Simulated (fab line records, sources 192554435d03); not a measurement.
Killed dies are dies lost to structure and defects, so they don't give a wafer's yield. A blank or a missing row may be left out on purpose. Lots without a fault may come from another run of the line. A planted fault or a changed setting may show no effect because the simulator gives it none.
Chamber matching | flow n5_finfet | N5_BEOL_M11_ETCH_61 on rie_diel-04: 4 sister chambers
The step etches SiARC in CF4, target depth 39 nm, time 65 s. 4 wafers are shown with their chamber, then 7 later ones without.

WAFERS WITH THEIR CHAMBER
wafer  | chamber | throttle_valve_pct (%)
L083.3 | 2       | 15.49
L083.6 | 3       | 15.47
L084.4 | 0       | 15.26
L084.5 | 1       | 15.82

WAFERS WITHOUT THEIR CHAMBER
wafer  | throttle_valve_pct (%)
L084.6 | 15.27
L088.2 | 15.51
L088.3 | 15.52
L088.6 | 15.51
L092.3 | 15.29
L092.5 | 15.54
L092.6 | 15.52

WHICH CHAMBER EACH WENT THROUGH
wafer  | from the rows above     | in truth
L084.6 | 0                       | 0
L088.2 | can't be placed: 2 or 3 | 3
L088.3 | can't be placed: 2 or 3 | 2
L088.6 | can't be placed: 2 or 3 | 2
L092.3 | 0                       | 0
L092.5 | can't be placed: 2 or 3 | 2
L092.6 | can't be placed: 2 or 3 | 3
Placed correctly: 2 of 7. Can't be placed from these rows: 5 (the true chamber is among the candidates in 5). Placed wrongly: 0.
How it was worked out, from the rows above alone: a wafer's distance from a chamber is the root of the sum, over the readings, of the square of ((its reading less the chamber's mean) divided by the reading's scatter). The wafer belongs to the nearest chamber; if the next one is less than 2 further off, it can't be placed. A chamber's mean is the mean of its shown wafers. The scatter: with one shown wafer a chamber, the root of the mean of the squares of how far each hidden wafer lies from its nearest shown one.
